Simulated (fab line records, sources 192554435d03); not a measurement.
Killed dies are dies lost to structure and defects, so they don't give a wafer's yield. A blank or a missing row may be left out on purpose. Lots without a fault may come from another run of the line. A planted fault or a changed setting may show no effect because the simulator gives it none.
One fault seen from 2 desks | flow n5_finfet | each desk has only its own numbers; what lay behind them comes last

THE METROLOGY DESK
What the gauges read, lot by lot, whatever tool the lot ran on: means of the sampled wafers that have a number. A lot is out of limits, marked OUT, if its mean lies more than 4 standard deviations from the usual mean; the brackets give that distance.
Columns: A = M5_OVL at N5_BEOL_M5_OVL_MEAS_12, usual 0.0 nm
lot  | first seen here | A
L529 | day 8 07:37     | -0.3
L530 | day 8 12:23     | 0.6
L533 | day 9 10:08     | -0.2
L532 | day 9 14:02     | 0.9
L538 | day 10 01:53    | 0.0
L539 | day 10 21:14    | 6.3 (+10) OUT
L541 | day 11 11:30    | 6.8 (+11) OUT
L542 | day 11 14:39    | 0.2
L543 | day 12 02:39    | 6.7 (+11) OUT
L545 | day 12 08:23    | 0.1
This desk's finding: out of limits on L539, L541, L543; first on L539, day 10 21:14 (M5_OVL at N5_BEOL_M5_OVL_MEAS_12). In limits: L529, L530, L533, L532, L538, L542, L545.

THE TOOL OWNER'S DESK: euv_scanner-02
The tool's own readings at N5_BEOL_M5_EXPOSE_08 (exposes mask M5, target cd 28 nm): means of the sampled wafers that have a number, for each lot that ran on this tool. A lot is out of limits, marked OUT, if its mean lies more than 4 standard deviations from the usual mean; the brackets give that distance.
Columns: A = reticle_temp_C at N5_BEOL_M5_EXPOSE_08, usual 22.99 C; B = stage_msd_nm at N5_BEOL_M5_EXPOSE_08, usual 0.82 nm
lot  | first seen here | A     | B
L529 | day 8 07:27     | 22.84 | 0.84
L530 | day 8 12:13     | 22.93 | 0.85
L533 | day 9 09:59     | 22.99 | 0.84
L532 | day 9 13:52     | 23.01 | 0.84
L538 | day 10 01:44    | 23.09 | 0.84
L539 | day 10 21:04    | 22.95 | 0.84
L541 | day 11 11:20    | 23.19 | 0.84
L543 | day 12 02:29    | 22.95 | 0.84
This desk's finding: nothing out of limits on any of the 8 lots.

PUT TOGETHER
The metrology desk could have raised an alarm at day 10 21:14, on L539, L541, L543.
The tool owner's desk saw nothing out of limits.
The tool owner's desk has L539, L541, L543 on record, within its limits.
Of the lots named, all ran N5_BEOL_M5_EXPOSE_08 on euv_scanner-02.

WHAT THE SIMULATOR HAD PUT IN
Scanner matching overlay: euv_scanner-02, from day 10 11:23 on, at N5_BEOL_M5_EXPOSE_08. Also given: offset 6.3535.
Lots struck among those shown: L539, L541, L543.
Hours from the fault's start to each desk's first reading out of limits: the metrology desk, 10.
